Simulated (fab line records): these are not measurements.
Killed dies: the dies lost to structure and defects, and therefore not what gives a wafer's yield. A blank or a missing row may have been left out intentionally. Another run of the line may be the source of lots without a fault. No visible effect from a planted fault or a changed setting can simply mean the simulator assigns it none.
What tool caused it?    flow n5 finfet    72 wafers from 24 lots sampled at 3 of the route's 1938 steps

## WHAT THE GAUGES SHOWED, per wafer
N5_BEOL_M1_OVL_MEAS_12.
lot   measured      on          M1_OVL (nm)
L074  day 6 05:03   overlay-02  0.4 0.7 0.2
L075  day 6 17:52   overlay-01  0.1 -0.8 0.9
L076  day 7 05:36   overlay-01  -0.5 -0.1 -0.2
L077  day 7 07:58   overlay-01  -0.1 1.1 0.5
L078  day 7 10:34   overlay-01  -0.3 -0.3 0.1
L079  day 7 15:29   overlay-01  -0.6 -0.6 -1.2
L080  day 7 18:03   overlay-01  0.4 0.1 0.1
L081  day 7 20:15   overlay-01  0.1 0.3 0.8
L082  day 8 01:10   overlay-01  -0.5 -0.1 -0.2
L083  day 8 08:58   overlay-01  1.1 0.8 1.4
L084  day 8 16:10   overlay-02  -0.8 -0.3 -0.4
L085  day 9 00:44   overlay-01  0.1 1.7 2.1
L086  day 9 02:05   overlay-01  -0.6 0.0 -0.1
L087  day 9 07:33   overlay-01  -0.2 1.2 -0.5
L088  day 9 13:21   overlay-02  0.1 0.6 0.5
L089  day 9 22:38   overlay-01  0.1 0.0 -0.3
L090  day 10 09:08  overlay-01  -0.3 -0.4 -0.1
L091  day 10 10:19  overlay-01  -0.4 -0.9 -1.1
L092  day 10 13:03  overlay-01  -0.1 0.0 0.4
L093  day 10 21:41  overlay-02  0.0 -0.4 0.1
L095  day 11 10:40  overlay-01  0.3 -0.7 -0.3
L096  day 11 14:17  overlay-02  0.1 -0.3 -0.1
L094  day 11 14:28  overlay-02  0.2 -0.1 1.1
L097  day 11 17:31  overlay-02  0.9 1.2 1.0

## WHAT TOOL EACH LOT RAN ON (gives the tool, then ch and the chambers of the sampled wafers, and finally the start)
lot   N5_BEOL_M0_SPUTTER_132        N5_BEOL_M0_ANNEAL_119
L074  pvd sputter-01, day 5 23:53   rtp anneal-01 ch 0, day 6 00:56
L075  pvd sputter-01, day 6 13:44   rtp anneal-02 ch 0, day 6 14:20
L076  pvd sputter-03, day 7 02:40   rtp anneal-02 ch 0, day 7 03:46
L077  pvd sputter-03, day 7 03:07   rtp anneal-01 ch 0, day 7 04:06
L078  pvd sputter-01, day 7 08:10   rtp anneal-02 ch 0, day 7 08:37
L079  pvd sputter-01, day 7 13:25   rtp anneal-01 ch 0, day 7 13:51
L080  pvd sputter-03, day 7 15:52   rtp anneal-01 ch 0, day 7 16:21
L081  pvd sputter-02, day 7 17:43   rtp anneal-02 ch 0, day 7 18:08
L082  pvd sputter-01, day 7 19:58   rtp anneal-01 ch 0, day 7 20:33
L083  pvd sputter-02, day 8 07:00   rtp anneal-02 ch 0, day 8 07:31
L084  pvd sputter-01, day 8 13:05   rtp anneal-01 ch 0, day 8 13:31
L085  pvd sputter-03, day 8 20:52   rtp anneal-02 ch 0, day 8 21:21
L086  pvd sputter-01, day 8 23:32   rtp anneal-01 ch 0, day 8 23:59
L087  pvd sputter-03, day 9 03:31   rtp anneal-02 ch 0, day 9 04:04
L088  pvd sputter-02, day 9 09:14   rtp anneal-02 ch 0, day 9 10:13
L089  pvd sputter-02, day 9 19:48   rtp anneal-02 ch 0, day 9 20:17
L090  pvd sputter-01, day 10 05:43  rtp anneal-02 ch 0, day 10 06:10
L091  pvd sputter-03, day 10 08:05  rtp anneal-01 ch 0, day 10 08:40
L092  pvd sputter-02, day 10 10:10  rtp anneal-02 ch 0, day 10 11:10
L093  pvd sputter-02, day 10 18:44  rtp anneal-02 ch 0, day 10 19:10
L095  pvd sputter-01, day 11 08:15  rtp anneal-02 ch 0, day 11 08:44
L096  pvd sputter-03, day 11 10:25  rtp anneal-02 ch 0, day 11 11:02
L094  pvd sputter-01, day 11 10:50  rtp anneal-01 ch 0, day 11 11:16
L097  pvd sputter-03, day 11 15:10  rtp anneal-02 ch 0, day 11 15:35
- N5_BEOL_M0_SPUTTER_132: material Cu, target thk 4 nm, time 7.37 s.
- N5_BEOL_M0_ANNEAL_119: time 90 s.

## WHAT THE TOOLS THEMSELVES READ (means of the sampled wafers that have a number; where no wafer has one, the mark that the record gives instead)
N5_BEOL_M0_SPUTTER_132.
lot   tool            chamber pressure pa (Pa)  chuck gas flow sccm (sccm)  substrate temp c (C)  throttle valve pct (%)
L074  pvd sputter-01  0.07004                   1.28                        -20.02                29.8
L075  pvd sputter-01  0.06998                   1.24                        -20.01                29.7
L076  pvd sputter-03  0.06997                   1.27                        -19.99                30.1
L077  pvd sputter-03  0.06996                   1.23                        -19.95                29.3
L078  pvd sputter-01  0.06988                   1.27                        -19.94                30.1
L079  pvd sputter-01  0.06987                   1.25                        -19.94                29.5
L080  pvd sputter-03  0.06999                   1.27                        -19.97                29.0
L081  pvd sputter-02  0.07003                   1.27                        -19.96                29.3
L082  pvd sputter-01  0.07001                   1.22                        -20.01                30.0
L083  pvd sputter-02  0.06993                   1.19                        -19.97                30.8
L084  pvd sputter-01  0.06996                   1.25                        -19.97                29.7
L085  pvd sputter-03  0.06999                   1.28                        -19.99                31.4
L086  pvd sputter-01  0.07003                   1.28                        -19.95                29.8
L087  pvd sputter-03  0.07001                   1.31                        -20.08                30.4
L088  pvd sputter-02  0.07001                   1.23                        -19.99                30.4
L089  pvd sputter-02  0.07009                   1.25                        -20.02                30.6
L090  pvd sputter-01  0.06998                   1.27                        -19.91                29.8
L091  pvd sputter-03  0.07012                   1.31                        -20.00                27.9
L092  pvd sputter-02  0.06991                   1.25                        -20.07                30.0
L093  pvd sputter-02  0.06999                   1.24                        -20.11                29.4
L095  pvd sputter-01  0.07011                   1.31                        -19.96                29.8
L096  pvd sputter-03  0.06987                   1.29                        -19.99                30.1
L094  pvd sputter-01  0.06997                   1.28                        -20.01                29.6
L097  pvd sputter-03  0.07004                   1.25                        -19.98                29.9

N5_BEOL_M0_ANNEAL_119.
lot   tool           wafer_temp_C_max
L074  rtp anneal-01  226.2
L075  rtp anneal-02  225.6
L076  rtp anneal-02  225.6
L077  rtp anneal-01  226.2
L078  rtp anneal-02  225.6
L079  rtp anneal-01  226.4
L080  rtp anneal-01  226.2
L081  rtp anneal-02  225.8
L082  rtp anneal-01  226.5
L083  rtp anneal-02  225.8
L084  rtp anneal-01  226.3
L085  rtp anneal-02  225.7
L086  rtp anneal-01  226.2
L087  rtp anneal-02  225.6
L088  rtp anneal-02  225.7
L089  rtp anneal-02  225.7
L090  rtp anneal-02  225.7
L091  rtp anneal-01  226.4
L092  rtp anneal-02  225.7
L093  rtp anneal-02  225.8
L095  rtp anneal-02  225.7
L096  rtp anneal-02  225.6
L094  rtp anneal-01  226.4
L097  rtp anneal-02  226.0

## THE ANSWER, worked out from the rows above alone
Rule: what is usual is taken from the lots themselves. Put in order of their means at a reading, lots are off if they are a third of the lots or fewer, leave a main group of 4 or more, and stand apart from it by a gap of 3 or more times the standard deviation of the main group's means; of several such gaps the widest counts. Not used: any main group whose means are identical at the precision the tables above print for the reading. Also off: a lot with no number at a reading for which 4 or more lots have one. The other lots that the step has rows for count as sound. First the gauges in route order, then the tools' own readings, where a lot's mean is used as printed above. At the first step where some lot is off, the reading lying furthest off is the one used; lots without a number count as furthest.
Nothing can be told from this: no lot is off at any reading shown.

## WHAT THE SIMULATOR PUT IN
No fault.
